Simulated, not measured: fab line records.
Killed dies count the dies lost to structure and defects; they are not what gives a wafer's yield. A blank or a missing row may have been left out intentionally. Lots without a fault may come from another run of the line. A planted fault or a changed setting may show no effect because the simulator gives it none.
fab line records	flow nand-harc
record: lots: 12	wafers: 36	last-day: 33
route steps=1302 shown P_BONDPAD@380 A_SOURCE_PLATE@420 A_ONON_D1@442 END@1302
lots with no fault: from the same line, run without faults
start-h: hours from the record's opening day to when the first of the lot's shown wafers began	wait-h: how many hours have passed since the lot's step before this one	" the same as in the row above	L1.1+2: several wafers, shown together as one row	- no value, or no start was given	* or withheld: withheld	< > ~ a bound
route shown NAME@n: names a module that has steps shown in the file, with the first one's number in the route	usual: the fault-free wafers' mean and standard deviation	same: alike in all rows	chamber/n: place in a boat	sites: the reading at each site	_std_site: the values' standard deviation	_edge_site: inner sites' mean taken away from outer sites' mean	radius-mm: how far each site lies from the wafer's centre	mask NAME#n: copy n	behind: tool/chamber where the wafer was last shaped	hold: what put the lot on hold/how long, in hours/how the hold closed	device: transistor that didn't switch, given as n, p or np	end of line: at the end of the route, the tests of the same wafers	a step given without rows: its recipe and nothing more	killed: not the wafer's yield, but the dies lost to structure and defects at the first sort	map: a wafer's dies, marking killed ones x, the rest . and places with no die _
set.NAME: the setting as run; set.NAME@STEP: as run at that earlier step	model.NAME: the simulator's own value behind a step, which no gauge read
route steps across a sampled set of lots; one table per step, one row per wafer
services: the hour from which a tool's chamber was out of use, counted from the record's first day as start-h (under 0 if before that day), plus the number of hours and why
== steps ==
step: NHARC_P_BONDPAD_CMP_19
recipe: t-overpolish-s: 30	cu-recess-touch-s: 16	target-thk-nm: 160.81
usual: motor-current-A: 12.0/0.96	overpolish-run-s: 30.000/0.01	slurry-filter-dp-kPa: 13.51/0.14
lot.wafer	tool	chamber	start-h	wait-h	motor-current-A	overpolish-run-s	slurry-filter-dp-kPa
L400.2	cmp-04	0	137.61	-	10.1	30.006	13.59
L400.5	"	2	"	"	13.6	29.990	13.59
L400.6	"	3	"	"	11.5	30.024	13.72
L402.3	cmp-02	2	162.21	-	12.5	29.988	13.51
L402.1	"	3	"	"	13.2	29.996	13.49
L402.5	"	0	"	"	12.5	30.010	13.33
L403.1	cmp-02	2	164.74	-	13.0	29.980	13.65
L403.3	"	0	"	"	11.4	30.005	13.62
L403.6	"	1	"	"	11.6	30.004	13.70
L404.4	cmp-02	0	171.83	-	11.8	30.017	13.54
L404.6	"	0	"	"	11.7	29.988	13.48
L404.5	"	1	"	"	11.2	30.017	13.43
L405.1	cmp-04	0	188.40	-	10.3	29.997	13.43
L405.3	"	2	"	"	12.8	30.012	13.54
L405.5	"	0	"	"	10.4	30.011	13.53
L407.2	cmp-02	0	204.20	-	12.4	29.985	13.62
L407.3	"	3	"	"	13.5	30.005	13.48
L407.5	"	0	"	"	12.2	29.993	13.37
L409.2	cmp-03	2	223.00	-	12.3	30.009	13.64
L409.3	"	3	"	"	10.5	29.998	13.60
L409.5	"	1	"	"	12.8	29.991	13.49
L410.4	cmp-02	3	243.85	-	13.4	29.995	13.39
L410.6	"	0	"	"	12.0	30.009	13.44
L410.5	"	1	"	"	11.1	30.007	13.42
L417.3	cmp-02	1	303.46	-	11.0	30.007	13.45
L417.1	"	2	"	"	12.8	30.011	13.37
L417.5	"	0	"	"	12.1	30.002	13.70
L418.2	cmp-02	1	318.36	-	11.9	29.998	13.64
L418.1	"	2	"	"	13.0	29.994	13.48
L418.5	"	1	"	"	11.4	30.006	13.12
L422.4	cmp-02	0	352.53	-	12.0	29.999	13.46
L422.1	"	2	"	"	13.0	29.984	13.78
L422.5	"	0	"	"	12.5	30.008	13.58
L423.2	cmp-03	1	364.17	-	12.4	30.013	13.50
L423.1	"	2	"	"	12.1	29.995	13.57
L423.3	"	0	"	"	12.8	29.996	13.62
step: NHARC_P_BONDPAD_ACTIVATE_29
recipe: time-s: 60	n2-flow-sccm: 200	ar-flow-sccm: 0	bias-power-w: 0	chemistry: N2
usual: drypump-motor-current-A: 5.6/0.52	oes-product-au: 1.003/0.0078	rf-vpp-V: 64.1/0.86	showerhead-plenum-p-Torr: 1.77/0.083
lot.wafer	tool	chamber	start-h	wait-h	drypump-motor-current-A	oes-product-au	rf-hours-counter-h	rf-vpp-V	showerhead-plenum-p-Torr
L400.2	rie-diel-13	2	138.17	0.1	6.2	1.003	3.7	62.4	1.70
L400.5	"	3	"	"	6.1	1.011	-	62.7	1.70
L400.6	"	2	"	"	6.2	0.998	-	63.7	1.70
L402.1	rie-diel-08	2	162.76	0.1	5.8	0.998	5.9	64.2	1.72
L402.3	"	0	"	"	5.9	1.002	7.8	64.0	1.87
L402.5	"	2	"	"	5.9	0.994	-	63.3	1.72
L403.3	rie-diel-08	2	165.31	0.1	5.9	0.999	6.7	63.3	1.72
L403.1	"	3	"	"	6.1	1.009	7.6	65.2	1.81
L403.6	"	2	"	"	5.8	1.004	-	65.6	1.72
L404.4	rie-diel-08	3	172.46	0.1	6.1	1.017	7.8	63.9	1.81
L404.6	"	2	"	"	5.9	1.000	-	63.7	1.72
L404.5	"	3	"	"	6.1	1.013	-	63.8	1.81
L405.1	rie-diel-03	0	189.00	0.1	5.0	1.004	4.7	64.9	1.89
L405.3	"	1	"	"	6.3	0.998	5.2	64.6	1.77
L405.5	"	0	"	"	4.9	1.002	-	64.1	1.89
L407.2	rie-diel-13	1	204.80	0.1	5.0	1.008	0.9	63.3	1.69
L407.3	"	2	"	"	6.1	1.000	0.9	63.8	1.70
L407.5	"	1	"	"	5.1	1.014	-	64.2	1.69
L409.2	rie-diel-13	2	223.55	0.1	6.2	0.997	1.1	63.7	1.70
L409.3	"	0	"	"	5.6	1.010	1.0	65.2	1.87
L409.5	"	3	"	"	6.1	1.015	-	63.7	1.70
L410.4	rie-diel-03	2	244.37	0.1	4.9	0.997	8.1	65.9	1.87
L410.6	"	2	"	"	4.8	1.004	-	63.0	1.87
L410.5	"	3	"	"	4.8	1.006	-	62.5	1.87
L417.1	rie-diel-08	0	304.02	0.1	5.9	1.002	4.4	65.4	1.87
L417.3	"	1	"	"	5.4	1.008	6.1	64.7	1.67
L417.5	"	3	"	"	6.1	1.000	-	64.5	1.81
L418.1	rie-diel-03	0	318.95	0.1	5.0	0.993	1.7	63.8	1.89
L418.2	"	2	"	"	4.8	0.993	2.0	65.1	1.87
L418.5	"	1	"	"	6.3	0.988	-	64.0	1.76
L422.4	rie-diel-03	2	353.09	0.1	4.8	0.984	3.8	63.2	1.87
L422.1	"	1	"	"	6.3	0.983	3.4	63.7	1.76
L422.5	"	3	"	"	4.8	1.014	-	65.1	1.87
L423.2	rie-diel-13	2	364.78	0.1	6.1	1.002	0.3	65.6	1.70
L423.1	"	0	"	"	5.6	1.009	0.2	63.8	1.87
L423.3	"	1	"	"	5.0	1.007	0.2	64.3	1.69
step: NHARC_A_SOURCE_PLATE_THK_MEAS_06
recipe: thk-meas-gauge: ellipsometry
usual: thk-nm: 200.2/1.9
lot.wafer	tool	chamber	start-h	wait-h	thk-nm
L400.2	film-metro-02	-	163.17	0.4	200.6
L400.5	"	-	"	"	199.7
L400.6	"	-	"	"	199.0
L403.1	film-metro-01	-	185.18	0.4	198.7
L403.3	"	-	"	"	196.0
L403.6	"	-	"	"	199.2
L402.1	film-metro-02	-	185.18	0.4	200.7
L402.3	"	-	"	"	199.2
L402.5	"	-	"	"	201.5
L404.4	film-metro-02	-	195.81	0.4	200.5
L404.5	"	-	"	"	202.7
L404.6	"	-	"	"	202.1
L405.1	film-metro-02	-	211.52	0.4	201.7
L405.3	"	-	"	"	201.2
L405.5	"	-	"	"	200.6
L407.2	film-metro-02	-	226.74	0.4	197.8
L407.3	"	-	"	"	199.6
L407.5	"	-	"	"	197.7
L409.2	film-metro-02	-	246.11	0.4	199.5
L409.3	"	-	"	"	200.1
L409.5	"	-	"	"	198.3
L410.4	film-metro-01	-	269.53	0.4	200.7
L410.5	"	-	"	"	200.0
L410.6	"	-	"	"	201.5
L417.1	film-metro-02	-	324.78	0.4	203.6
L417.3	"	-	"	"	202.6
L417.5	"	-	"	"	201.4
L418.1	film-metro-01	-	341.53	0.4	200.5
L418.2	"	-	"	"	199.2
L418.5	"	-	"	"	200.2
L422.1	film-metro-01	-	375.98	0.4	200.9
L422.4	"	-	"	"	199.6
L422.5	"	-	"	"	201.1
L423.1	film-metro-01	-	388.49	0.4	200.7
L423.2	"	-	"	"	199.1
L423.3	"	-	"	"	200.7
step: NHARC_A_ONON_D1_DEP_25
recipe: target-thk-a: 10000	n2-flow-sccm: 2750	n2o-flow-sccm: 2000	nh3-flow-sccm: 500	sih4-flow-sccm: 210	temp-c: 400
lot.wafer	tool	chamber	start-h	wait-h
L400.2+5+6	pecvd-onon-01	0	175.39	0.1
L402.1+3+5	pecvd-onon-04	0	197.06	0.1
L403.1+3+6	pecvd-onon-03	0	197.07	0.1
L404.4+5+6	pecvd-onon-03	0	207.88	0.2
L405.1+3+5	pecvd-onon-01	0	223.45	0.1
L407.2+3+5	pecvd-onon-04	0	238.76	0.1
L409.2+3+5	pecvd-onon-03	0	258.08	0.1
L410.4+5+6	pecvd-onon-01	0	282.52	0.2
L417.1+3+5	pecvd-onon-04	0	336.77	0.1
L418.1+2+5	pecvd-onon-04	0	355.63	0.1
L422.1+4+5	pecvd-onon-03	0	390.49	0.1
L423.1+2+3	pecvd-onon-03	0	400.48	0.1
step: NHARC_A_ONON_D1_THK_MEAS_27
recipe: thk-meas-gauge: ellipsometry
usual: thk-nm: 999/10
lot.wafer	tool	chamber	start-h	wait-h	thk-nm
L400.2	film-metro-02	-	175.84	-	983
L400.5	"	-	"	"	982
L400.6	"	-	"	"	982
L402.1	film-metro-01	-	197.57	-	1009
L402.3	"	-	"	"	1012
L402.5	"	-	"	"	1009
L403.1	film-metro-02	-	197.58	-	1003
L403.3	"	-	"	"	1003
L403.6	"	-	"	"	1004
L404.4	film-metro-02	-	208.22	-	996
L404.5	"	-	"	"	996
L404.6	"	-	"	"	995
L405.1	film-metro-02	-	223.96	-	995
L405.3	"	-	"	"	994
L405.5	"	-	"	"	994
L407.2	film-metro-01	-	239.22	-	1005
L407.3	"	-	"	"	1003
L407.5	"	-	"	"	1006
L409.2	film-metro-01	-	258.53	-	984
L409.3	"	-	"	"	984
L409.5	"	-	"	"	985
L410.4	film-metro-01	-	282.86	-	982
L410.5	"	-	"	"	983
L410.6	"	-	"	"	982
L417.1	film-metro-01	-	337.29	-	1203
L417.3	"	-	"	"	1202
L417.5	"	-	"	"	1202
L418.1	film-metro-01	-	356.14	-	1199
L418.2	"	-	"	"	1199
L418.5	"	-	"	"	1197
L422.1	film-metro-01	-	391.00	-	998
L422.4	"	-	"	"	997
L422.5	"	-	"	"	998
L423.1	film-metro-01	-	400.99	-	992
L423.2	"	-	"	"	993
L423.3	"	-	"	"	989
step: NHARC_END_SORT_01
recipe: temp-c: 25
usual: killed-at-array: 57/18	killed-at-other: 0.9/1.3	killed-at-periphery: 3.5/2.2	killed-dies: 62/18	killed-open: 3.0/1.7	killed-short: 2.3/1.5
same: gross-dies: 677
lot.wafer	tool	chamber	start-h	wait-h	killed-at-array	killed-at-other	killed-at-periphery	killed-dies	killed-open	killed-short
L417.1	prober-01	0	706.39	2.4	676	0	1	677	2	2
L417.3	prober-01	0	707.97	3.0	675	0	2	677	3	0
L417.5	prober-01	0	709.56	3.7	675	0	2	677	2	6
L418.1	prober-01	0	733.07	2.4	672	0	5	677	1	1
L418.2	prober-01	0	733.87	2.7	672	0	5	677	4	0
L418.5	prober-01	0	736.26	3.7	666	0	11	677	2	1
killed by level:class
L417.1 A_ONON_D1:area-dep=598 A_CHANNEL_HOLE_D1:chamber-film-flake=41 A_CHANNEL_HOLE_D2:chamber-film-flake=22 A_CHANNEL_FILL_D1:geometric-particle:short=2 A_SLIT:chamber-film-flake=2 A_STAIRCASE:chamber-film-flake=2 A_CONTACT:chamber-film-flake=2 A_BLC:chamber-film-flake=2
L417.3 A_ONON_D1:area-dep=608 A_CHANNEL_HOLE_D1:chamber-film-flake=37 A_CHANNEL_HOLE_D2:chamber-film-flake=16 A_DECK1_JOINT:chamber-film-flake=4 A_CONTACT:chamber-film-flake=3 A_ZERO_WELL:chamber-film-flake=2 A_SLIT:chamber-film-flake=2 P_M2:geometric-particle:open=1
L417.5 A_ONON_D1:area-dep=612 A_CHANNEL_HOLE_D1:chamber-film-flake=29 A_CHANNEL_HOLE_D2:chamber-film-flake=18 A_SLIT:chamber-film-flake=3 A_CONTACT:chamber-film-flake=3 A_ONON_D2:geometric-particle:short=2 A_DECK1_JOINT:geometric-particle:short=1 A_ONON_D2:geometric-particle:open=1
L418.1 A_ONON_D1:area-dep=617 A_CHANNEL_HOLE_D2:chamber-film-flake=32 A_CONTACT:chamber-film-flake=8 A_SLIT:chamber-film-flake=7 P_GATE:chamber-film-flake=4 A_CHANNEL_HOLE_D1:chamber-film-flake=3 A_STAIRCASE:chamber-film-flake=2 A_CHANNEL_HOLE_D2:geometric-particle:short=1
L418.2 A_ONON_D1:area-dep=623 A_CHANNEL_HOLE_D2:chamber-film-flake=20 A_CONTACT:chamber-film-flake=9 A_CHANNEL_HOLE_D1:chamber-film-flake=7 A_SLIT:chamber-film-flake=4 P_GATE:chamber-film-flake=2 A_DECK1_JOINT:chamber-film-flake=2 A_STAIRCASE:chamber-film-flake=2
L418.5 A_ONON_D1:area-dep=620 A_CHANNEL_HOLE_D2:chamber-film-flake=17 A_CHANNEL_HOLE_D1:chamber-film-flake=8 A_CONTACT:chamber-film-flake=8 A_WL_FILL:chamber-film-flake=6 P_M1:chamber-film-flake=5 P_STI:chamber-film-flake=4 P_GATE:chamber-film-flake=2
== services ==
tool	chamber	start-h	hours	kind
pecvd-onon-04	-	130.20	13.0	pm
cmp-02	-	134.50	4.0	pm
rie-diel-13	0	135.62	14.8	repair
cmp-02	-	141.60	0.7	repair
rie-diel-13	1	142.03	8.9	repair
rie-diel-03	0	155.35	6.5	repair
rie-diel-13	-	165.00	9.0	pm
rie-diel-13	3	183.32	19.9	repair
rie-diel-08	-	190.80	9.0	pm
rie-diel-03	3	200.64	1.8	repair
pecvd-onon-03	-	227.00	13.0	pm
cmp-02	-	232.50	4.0	pm
rie-diel-08	2	240.38	14.4	repair
cmp-02	-	240.69	1.0	repair
rie-diel-08	0	248.12	31.5	repair
rie-diel-13	3	250.94	1.7	repair
cmp-02	-	254.56	7.4	repair
rie-diel-08	-	271.13	0.5	repair
cmp-02	-	276.48	1.4	repair
rie-diel-03	-	281.30	9.0	pm
rie-diel-08	0	288.45	7.4	repair
cmp-02	-	330.50	4.0	pm
cmp-02	-	349.03	0.7	repair
cmp-02	-	395.10	1.7	repair
== key ==
first-sign: step: NHARC_A_ONON_D1_THK_MEAS_27	reading: thk-nm	direction: up	sigmas: 20	usual: 999	struck: 1200
effect: step: NHARC_END_SORT_01	reading: killed-dies	direction: up	sigmas: 35	usual: 62	struck: 677
more-kills-born-at: NHARC_A_ONON_D1_DEP_25@pecvd-onon-04: 3678
met-at NHARC_A_ONON_D1_DEP_25
struck-lots L417,L418
later-rows-left-out L417.1,L417.3,L417.5,L418.1,L418.2,L418.5
tester-left-out L417,L418
not-acting-at NHARC_P_BONDPAD_CMP_19,NHARC_P_BONDPAD_ACTIVATE_29,NHARC_A_SOURCE_PLATE_THK_MEAS_06
onset-between 238.76 336.77
fault: kind: process-parameter-drift	tool: pecvd-onon-04	chamber: -	onset-h: 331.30	steps: NHARC_A_ONON_D1_DEP_25	channel: target-thk-a	offset: *	shape: step	end-h: 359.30	acts-in: *	stated: *
tester-left-out: of these lots the tester's yield and bins aren't shown, on N5 and GAA mostly nor the transistor test; their killed dies are dies lost to structure and defects alone, not to doping, threshold or leakage, so they don't give the yield
later-rows-left-out: the simulator's readings of these wafers behind a module that went badly wrong aren't trusted and aren't shown, but for the sort
